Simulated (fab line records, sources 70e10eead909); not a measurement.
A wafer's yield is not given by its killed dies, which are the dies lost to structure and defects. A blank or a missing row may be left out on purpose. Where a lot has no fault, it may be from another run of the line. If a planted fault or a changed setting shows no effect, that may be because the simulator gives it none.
8D (eight disciplines) problem report, filled in by code ; flow nand harc ; the parts of the form that need people (team, actions taken, sign-off) are left out

## 1. THE ISSUE
NHARC_P_BONDPAD_ETCH_24, oes product au: mean 0.864 a.u. over 1 wafer from 1 lot; wafers with no fault: 1.002 a.u., standard deviation 0.012. Measured from the usual mean, that is -12 standard deviations.
The step: etches the open film in CF4/N2, target depth 30 nm, time 72.99 s.
First observed at day 16 06:31: wafer L686.3, on rie diel-10. The record holds 33 wafers of 11 lots with a number at this step. By rule, "out" or "out of limits" means more than 4 standard deviations away from the usual mean. Any other wafer with a number is counted as sound.

## 2. WHAT IT IS, AND WHAT IT ISN'T
question;is;is not
which readings at this step;oes product au;drypump motor current A, rf fwd power W, rf vpp V, showerhead plenum p Torr, throttle valve pct
which lots;L686;L664, L665, L666, L668, L669, L670, L672, L673, L674, L675
which wafers of those lots;L686.3;L686.1, L686.6
read on which tools;rie diel-10;rie diel-05, rie diel-12
when;from day 16 06:31;up to then (32 sound wafers)

## 3. WHAT RULES OUT EACH SUSPECT
Counting: if a tool at a process step up to the reading ran every lot that is out, it stays a suspect. Sound lots after the first of them don't rule it out here, since some wafers of a struck lot are sound.
- rie diel-03 at NHARC_P_M2_STRIP_18 (strips in N2/H2): kept. L686, the lot that is out, went through it at day 16 01:55; up to then, the latest sound lot through it was L666 at day 7 07:54.
- pvd sputter-02 at NHARC_P_M2_PRE_CLEAN_30 (time 30 s): kept. L686, the lot that is out, went through it at day 16 06:31; up to then, the latest sound lot through it was L675 at day 11 08:23. Because NHARC_P_M2_PRE_CLEAN_30 lacks a start for some lots, the hours and order of its lots are taken from NHARC_P_BONDPAD_ETCH_24.
- pvd sputter-02 at NHARC_P_M2_PVD_20 (deposits TaN, target thk 5 nm, time 8.06 s): kept. L686, the lot that is out, went through it at day 16 06:31; up to then, the latest sound lot through it was L675 at day 11 08:23. Because NHARC_P_M2_PVD_20 lacks a start for some lots, the hours and order of its lots are taken from NHARC_P_BONDPAD_ETCH_24.
- rie diel-10 at NHARC_P_BONDPAD_ETCH_24 (etches the open film in CF4/N2, target depth 30 nm, time 72.99 s): kept. L686, the lot that is out, went through it at day 16 06:31; up to then, the latest sound lot through it was L673 at day 10 17:40. On those wafers its own readings are out: oes product au.
- At NHARC_P_M2_STRIP_18, inside rie diel-03: chamber 2 took the wafers that are out, while their sound lot-mates went through chambers 0, 1.
- At NHARC_P_BONDPAD_ETCH_24, inside rie diel-10: chamber 0 took the wafers that are out, while their sound lot-mates went through chambers 1, 3.
Left after counting: rie diel-03 at NHARC_P_M2_STRIP_18, pvd sputter-02 at NHARC_P_M2_PRE_CLEAN_30, pvd sputter-02 at NHARC_P_M2_PVD_20, rie diel-10 at NHARC_P_BONDPAD_ETCH_24.

## 4. THE CAUSE (what the simulator had put in)
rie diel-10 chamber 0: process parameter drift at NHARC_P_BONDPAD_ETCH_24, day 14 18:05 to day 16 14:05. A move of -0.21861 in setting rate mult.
4 suspects survive the count, and this tool is in that group.

## 5. SEQUENCE OF EFFECTS, ordered by route
Rows list readings where the struck wafers' mean (over those with a number) sits beyond 3 standard deviations from the usual. Scope: only readings with a usual standard deviation given in the record; hours: median across lots of the time from each lot's start at the first step in this table that gives one to its start at this step; sigmas: change in usual standard deviations.
hours;step;reading;usual;on struck wafers;change;sigmas
0;NHARC_P_BONDPAD_ETCH_24;oes product au;1.002 a.u.;0.864;-0.138;-12
Here are the process steps it includes:
- NHARC_P_BONDPAD_ETCH_24: etches the open film in CF4/N2, target depth 30 nm, time 72.99 s.

## 6. WHAT WOULD HAVE CAUGHT IT SOONER
The fault began at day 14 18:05; the first out-of-limits reading in this record came at day 16 06:31, 36 hours later.
